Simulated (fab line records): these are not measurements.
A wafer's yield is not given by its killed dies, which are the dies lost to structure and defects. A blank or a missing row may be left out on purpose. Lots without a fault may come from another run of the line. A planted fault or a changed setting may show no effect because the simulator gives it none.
A lot that was struck, set against a sound lot :: flow n5_finfet :: 14 steps out of a route of 1938
Sound: wafers L812.2, L812.3, L812.6. Wafers struck: L822.1, L822.3, L822.5. The cause is given at the end.
Order at every step that has rows: each side's tool, ch and its chambers, its first start. Under that, the readings that differ: sound wafers :: struck wafers :: difference of the means :: sigmas: that difference in standard deviations of wafers without a fault.
alike: readings whose means differ by less than 2 such deviations, and words and numbers that are the same on both sides. not compared: withheld readings, readings that some wafer has no value for, bounds like >300 that may hide the same value, and numbers for which the record gives no deviation and whose values overlap.
A row with sigmas, a row that says differs or no value, or rows on one side alone: a step with any of these is where the two part. Numbers that have no deviation but don't overlap get no sigmas and don't part them. A reading missing from all wafers of one side parts the sides only when that side holds two or more wafers.

N5_BEOL_M10_CURE_72: cures SiCOH lowk, time 120 s.
  sound on uv_cure-01 ch 2, day 14 13:45; struck on uv_cure-01 ch 0, day 17 11:23
  alike: lamp_power_pct, wafer_temp_C_max
then, 2 steps without rows for these wafers: N5_BEOL_M10_DEGAS_44 (time 60 s); N5_BEOL_M10_PRE_CLEAN_45 (time 30 s).
N5_BEOL_M10_ALD_74: deposits TaN, target thk 2 nm, pulse time 2 s, purge time 3 s.
  sound on ald_metal-02 ch 1,3, day 14 14:08; struck on ald_metal-03 ch 0,1,3, day 17 12:31
  alike: heater_power_w, precursor_vessel_carrier_sccm, precursor_vessel_temp_c, susceptor_temp_C
N5_BEOL_M10_SURFACE_TREAT_76:
  sound on pvd_sputter-02, day 14 14:27; struck on pvd_sputter-01, day 17 12:49
  not compared: throttle_valve_pct
then, 1 step without rows for these wafers: N5_BEOL_M10_CVD_75 (deposits Co from CCTBA/H2, target thk 2 nm, time 138.9 s).
N5_BEOL_M10_SPUTTER_48: material Cu, target thk 12 nm, time 2 s.
  sound on pvd_sputter-02, day 14 14:39; struck on pvd_sputter-03, day 17 13:05
  alike: bias_v, susceptor_temp_C, throttle_valve_pct
then, 1 step without rows for these wafers: N5_BEOL_M10_ECD_50 (material Cu, target thk 318 nm).
N5_BEOL_M10_ANNEAL_51: time 90 s.
  sound on rtp_anneal-01 ch 0, day 14 15:10; struck on rtp_anneal-02 ch 0, day 17 13:56
  alike: wafer_temp_C_max
then, 1 step without rows for these wafers: N5_BEOL_M10_CMP_52 (polishes, stops on SiCOH lowk, t overpolish 7 s, target thk 140 nm).
N5_BEOL_M10_THK_MEAS_53: measures by xrf.
  sound on film_metro-02, day 14 15:44; struck on film_metro-02, day 17 14:48
  alike: M10_THK
then, 1 step without rows for these wafers: N5_BEOL_M10_PRE_CLEAN_55 (time 15 s).
N5_BEOL_M10_DEP_56: deposits SiCN from 3MS/NH3, target thk 15 nm, time 26.5 s.
  sound on pecvd-01 ch 0,1,2, day 14 15:47; struck on pecvd-01 ch 0,1,2, day 17 14:52
reading: model.SiCN_of_BEOL_M10_DEP_56.thk_nm (nm)
sound: 14.8 14.6 14.8
struck: 8 8 8
difference: -7
sigmas: 
  alike: showerhead_plenum_p_Torr, throttle_valve_pct
N5_BEOL_M10_RS_MEAS_57: measures by four-point-probe.
  sound on film_metro-01, day 14 15:52; struck on film_metro-01, day 17 14:56
  alike: M10_RS

WHERE THEY PART
Nowhere in this record.

WHY: what had been put in by the simulator
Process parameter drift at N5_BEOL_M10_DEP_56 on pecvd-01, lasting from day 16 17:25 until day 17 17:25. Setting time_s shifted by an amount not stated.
